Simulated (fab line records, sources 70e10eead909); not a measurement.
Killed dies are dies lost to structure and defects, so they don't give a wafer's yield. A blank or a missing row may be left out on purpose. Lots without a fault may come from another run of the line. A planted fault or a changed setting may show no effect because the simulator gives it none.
Which tool did it? | flow nand_harc | 24 lots, 72 wafers sampled, at 6 steps of a route of 1302

WHAT THE GAUGES READ, wafer by wafer
The record holds no reading of a measuring or inspecting step that can be judged against a usual standard deviation.

WHICH TOOL RAN EACH LOT (tool, then ch and the chambers of the sampled wafers, then the start)
lot  | NHARC_A_CONTACT_ETCH_125             | NHARC_A_CONTACT_ETCH_126             | NHARC_A_CONTACT_ETCH_128             | NHARC_A_CONTACT_ETCH_129             | NHARC_A_CONTACT_ETCH_131             | NHARC_A_CONTACT_ETCH_97
L074 | har_cap_etch-03 ch 0, day 22 03:50   | har_cap_etch-03 ch 0, day 22 04:01   | har_cap_etch-03 ch 0, day 22 04:23   | har_cap_etch-03 ch 0, day 22 04:33   | har_cap_etch-03 ch 0, day 22 04:55   | rie_diel-04 ch 1,3, no start
L077 | har_cap_etch-03 ch 0,1, day 22 11:25 | har_cap_etch-03 ch 0,1, day 22 11:35 | har_cap_etch-03 ch 0,1, day 22 11:56 | har_cap_etch-03 ch 0,1, day 22 12:07 | har_cap_etch-03 ch 0,1, day 22 12:28 | rie_diel-04 ch 0,1, no start
L075 | har_cap_etch-02 ch 1, day 22 13:03   | har_cap_etch-02 ch 1, day 22 13:13   | har_cap_etch-02 ch 1, day 22 13:35   | har_cap_etch-02 ch 1, day 22 13:45   | har_cap_etch-02 ch 1, day 22 14:07   | rie_diel-04 ch 0,1,3, no start
L076 | har_cap_etch-01 ch 0,1, day 22 22:03 | har_cap_etch-01 ch 0,1, day 22 22:13 | har_cap_etch-01 ch 0,1, day 22 22:34 | har_cap_etch-01 ch 0,1, day 22 22:45 | har_cap_etch-01 ch 0,1, day 22 23:06 | rie_diel-04 ch 0,1,3, no start
L078 | har_cap_etch-01 ch 0,1, day 23 12:28 | har_cap_etch-01 ch 0,1, day 23 12:38 | har_cap_etch-01 ch 0,1, day 23 12:59 | har_cap_etch-01 ch 0,1, day 23 13:10 | har_cap_etch-01 ch 0,1, day 23 13:31 | rie_diel-04 ch 0,1,3, no start
L079 | har_cap_etch-01 ch 0,1, day 24 17:47 | har_cap_etch-01 ch 0,1, day 24 17:58 | har_cap_etch-01 ch 0,1, day 24 18:19 | har_cap_etch-01 ch 0,1, day 24 18:29 | har_cap_etch-01 ch 0,1, day 24 18:50 | rie_diel-11 ch 0,1, no start
L081 | har_cap_etch-03 ch 0,1, day 25 05:20 | har_cap_etch-03 ch 0,1, day 25 05:31 | har_cap_etch-03 ch 0,1, day 25 05:52 | har_cap_etch-03 ch 0,1, day 25 06:02 | har_cap_etch-03 ch 0,1, day 25 06:23 | rie_diel-11 ch 1,3, no start
L080 | har_cap_etch-03 ch 0,1, day 25 13:27 | har_cap_etch-03 ch 0,1, day 25 13:38 | har_cap_etch-03 ch 0,1, day 25 13:59 | har_cap_etch-03 ch 0,1, day 25 14:10 | har_cap_etch-03 ch 0,1, day 25 14:31 | rie_diel-11 ch 1,2,3, no start
L084 | har_cap_etch-01 ch 0,1, day 25 20:58 | har_cap_etch-01 ch 0,1, day 25 21:13 | har_cap_etch-01 ch 0,1, day 25 21:41 | har_cap_etch-01 ch 0,1, day 25 21:51 | har_cap_etch-01 ch 0,1, day 25 22:13 | rie_diel-04 ch 1,2,3, no start
L083 | har_cap_etch-02 ch 1, day 25 22:53   | har_cap_etch-02 ch 1, day 25 23:04   | har_cap_etch-02 ch 1, day 25 23:25   | har_cap_etch-02 ch 1, day 25 23:35   | har_cap_etch-02 ch 1, day 25 23:56   | rie_diel-11 ch 0,1,2, no start
L085 | har_cap_etch-01 ch 0,1, day 26 03:59 | har_cap_etch-01 ch 0,1, day 26 04:10 | har_cap_etch-01 ch 0,1, day 26 04:31 | har_cap_etch-01 ch 0,1, day 26 04:41 | har_cap_etch-01 ch 0,1, day 26 05:02 | rie_diel-06 ch 0,2,3, no start
L082 | har_cap_etch-02 ch 0,1, day 26 09:01 | har_cap_etch-02 ch 0,1, day 26 09:16 | har_cap_etch-02 ch 0,1, day 26 09:44 | har_cap_etch-02 ch 0,1, day 26 09:57 | har_cap_etch-02 ch 0,1, day 26 10:18 | rie_diel-04 ch 0,2,3, no start
L088 | har_cap_etch-02 ch 0,1, day 27 09:24 | har_cap_etch-02 ch 0,1, day 27 09:35 | har_cap_etch-02 ch 0,1, day 27 09:56 | har_cap_etch-02 ch 0,1, day 27 10:07 | har_cap_etch-02 ch 0,1, day 27 10:28 | rie_diel-11 ch 1,2, no start
L087 | har_cap_etch-01 ch 0,1, day 27 11:21 | har_cap_etch-01 ch 0,1, day 27 11:32 | har_cap_etch-01 ch 0,1, day 27 11:53 | har_cap_etch-01 ch 0,1, day 27 12:04 | har_cap_etch-01 ch 0,1, day 27 12:25 | rie_diel-04 ch 0,2, no start
L086 | har_cap_etch-02 ch 0,1, day 27 13:52 | har_cap_etch-02 ch 0,1, day 27 14:02 | har_cap_etch-02 ch 0,1, day 27 14:24 | har_cap_etch-02 ch 0,1, day 27 14:35 | har_cap_etch-02 ch 0,1, day 27 14:56 | rie_diel-04 ch 0,1,3, no start
L089 | har_cap_etch-02 ch 0,1, day 27 23:39 | har_cap_etch-02 ch 0,1, day 27 23:49 | har_cap_etch-02 ch 0,1, day 28 00:11 | har_cap_etch-02 ch 0,1, day 28 00:21 | har_cap_etch-02 ch 0,1, day 28 00:43 | rie_diel-04 ch 0,1,3, no start
L090 | har_cap_etch-03 ch 0,1, day 28 05:57 | har_cap_etch-03 ch 0,1, day 28 06:07 | har_cap_etch-03 ch 0,1, day 28 06:29 | har_cap_etch-03 ch 0,1, day 28 06:40 | har_cap_etch-03 ch 0,1, day 28 07:01 | rie_diel-04 ch 1,2,3, no start
L093 | har_cap_etch-03 ch 0,1, day 29 06:43 | har_cap_etch-03 ch 0,1, day 29 06:53 | har_cap_etch-03 ch 0,1, day 29 07:14 | har_cap_etch-03 ch 0,1, day 29 07:25 | har_cap_etch-03 ch 0,1, day 29 07:46 | rie_diel-04 ch 0,2, no start
L092 | har_cap_etch-02 ch 0,1, day 29 09:43 | har_cap_etch-02 ch 0,1, day 29 09:54 | har_cap_etch-02 ch 0,1, day 29 10:15 | har_cap_etch-02 ch 0,1, day 29 10:26 | har_cap_etch-02 ch 0,1, day 29 10:47 | rie_diel-11 ch 0,1,3, no start
L091 | har_cap_etch-03 ch 0,1, day 29 16:04 | har_cap_etch-03 ch 0,1, day 29 16:15 | har_cap_etch-03 ch 0,1, day 29 16:36 | har_cap_etch-03 ch 0,1, day 29 16:47 | har_cap_etch-03 ch 0,1, day 29 17:08 | rie_diel-04 ch 0,1,2, no start
L094 | har_cap_etch-03 ch 1, day 29 22:17   | har_cap_etch-03 ch 1, day 29 22:28   | har_cap_etch-03 ch 1, day 29 22:49   | har_cap_etch-03 ch 1, day 29 22:59   | har_cap_etch-03 ch 1, day 29 23:21   | rie_diel-04 ch 0,3, no start
L095 | har_cap_etch-02 ch 0,1, day 30 23:38 | har_cap_etch-02 ch 0,1, day 30 23:49 | har_cap_etch-02 ch 0,1, day 31 00:10 | har_cap_etch-02 ch 0,1, day 31 00:21 | har_cap_etch-02 ch 0,1, day 31 00:42 | rie_diel-11 ch 0,3, no start
L096 | har_cap_etch-03 ch 0,1, day 31 02:14 | har_cap_etch-03 ch 0,1, day 31 02:24 | har_cap_etch-03 ch 0,1, day 31 02:46 | har_cap_etch-03 ch 0,1, day 31 02:56 | har_cap_etch-03 ch 0,1, day 31 03:17 | rie_diel-04 ch 0,1,2, no start
L097 | har_cap_etch-02 ch 0,1, day 31 17:15 | har_cap_etch-02 ch 0,1, day 31 17:26 | har_cap_etch-02 ch 0,1, day 31 17:47 | har_cap_etch-02 ch 0,1, day 31 17:58 | har_cap_etch-02 ch 0,1, day 31 18:19 | rie_diel-04 ch 0,1,3, no start
- NHARC_A_CONTACT_ETCH_125: etches the open film in C4F8/O2/Ar, time 197 s, target depth 1918 nm.
- NHARC_A_CONTACT_ETCH_126: etches the open film in C4F8/O2/Ar, time 197 s, target depth 1918 nm.
- NHARC_A_CONTACT_ETCH_128: etches the open film in C4F8/O2/Ar, time 197 s, target depth 1918 nm.
- NHARC_A_CONTACT_ETCH_129: etches the open film in C4F8/O2/Ar, time 197 s, target depth 1918 nm.
- NHARC_A_CONTACT_ETCH_131: etches the open film in C4F8/O2/Ar, time 197 s, target depth 1918 nm.
- NHARC_A_CONTACT_ETCH_97: etches the open film in C4F6/O2, target depth 20 nm, time 10 s.

WHAT THE TOOLS THEMSELVES READ (means of the sampled wafers that have a number; where no wafer has one, the mark that the record gives instead)
NHARC_A_CONTACT_ETCH_97. Usual: drypump_motor_current_A 5.5 A, standard deviation 0.34; oes_product_au 0.961 a.u., standard deviation 0.024; rf_vpp_V 548.6 V, standard deviation 2.3; showerhead_plenum_p_Torr 4.01 Torr, standard deviation 0.11; throttle_valve_pct 26.904 %, standard deviation 0.011.
lot  | tool        | drypump_motor_current_A (A) | oes_product_au (a.u.) | rf_vpp_V (V) | showerhead_plenum_p_Torr (Torr) | throttle_valve_pct (%) | flag
L074 | rie_diel-04 | 5.3                         | 0.978                 | 548.3        | 3.97                            | 26.898                 |
L077 | rie_diel-04 | 5.4                         | 0.966                 | 548.9        | 4.02                            | 26.902                 |
L075 | rie_diel-04 | 5.4                         | 0.957                 | 549.3        | 3.99                            | 26.911                 |
L076 | rie_diel-04 | 5.4                         | 0.959                 | 549.0        | 3.99                            | 26.900                 |
L078 | rie_diel-04 | 5.4                         | 1.006                 | 548.6        | 3.99                            | 26.910                 |
L079 | rie_diel-11 | 6.2                         | 0.936                 | 551.1        | 4.15                            | 26.899                 |
L081 | rie_diel-11 | 6.0                         | 0.942                 | 547.5        | 3.94                            | 26.905                 |
L080 | rie_diel-11 | 5.8                         | 0.957                 | 549.3        | 4.06                            | 26.904                 |
L084 | rie_diel-04 | 5.3                         | 0.948                 | 548.1        | 3.98                            | 26.902                 |
L083 | rie_diel-11 | 5.9                         | 0.946                 | 552.0        | 4.16                            | 26.904                 |
L085 | rie_diel-06 | 5.7                         | 0.941                 | 546.0        | 3.89                            | 26.912                 |
L082 | rie_diel-04 | 5.3                         | 0.943                 | 548.7        | 4.03                            | 26.895                 |
L088 | rie_diel-11 | 5.7                         | 1.002                 | 551.0        | 4.16                            | 26.897                 |
L087 | rie_diel-04 | 5.3                         | 0.944                 | 548.7        | 4.05                            | 26.899                 |
L086 | rie_diel-04 | 5.4                         | 0.943                 | 548.4        | 3.98                            | 26.904                 |
L089 | rie_diel-04 | 5.4                         | 1.007                 | 547.8        | 3.98                            | 26.903                 |
L090 | rie_diel-04 | 5.3                         | 0.962                 | 547.7        | 3.97                            | 26.915                 |
L093 | rie_diel-04 | 5.4                         | 0.949                 | 549.2        | 4.05                            | 26.908                 |
L092 | rie_diel-11 | 6.1                         | 0.959                 | 548.8        | 4.02                            | 26.905                 |
L091 | rie_diel-04 | 5.3                         | 0.940                 | 549.4        | 3.99                            | 26.902                 |
L094 | rie_diel-04 | 5.4                         | 0.952                 | 549.1        | 4.02                            | 26.900                 |
L095 | rie_diel-11 | 6.2                         | 0.952                 | 549.3        | 3.99                            | 26.908                 |
L096 | rie_diel-04 | 5.3                         | 0.998                 | 549.0        | 3.99                            | 26.904                 |
L097 | rie_diel-04 | 5.4                         | 0.962                 | 547.9        | 3.97                            | 26.900                 |

THE ANSWER, worked out from the rows above alone
Rule: a lot is off if the mean of its wafers that have a number lies more than 3 standard deviations from the usual mean. A lot without any number at a reading at which 4 lots or more have one is off too. The other lots that the step has rows for count as sound. The gauges are gone through in route order, then the tools' own readings, and for those a lot's mean is taken as printed above. The first step at which some lot is off is used, and at that step the reading that is off furthest; a lot without a number counts as furthest.
No lot is off at any reading shown: from this, nothing can be told.

WHAT THE SIMULATOR HAD PUT IN
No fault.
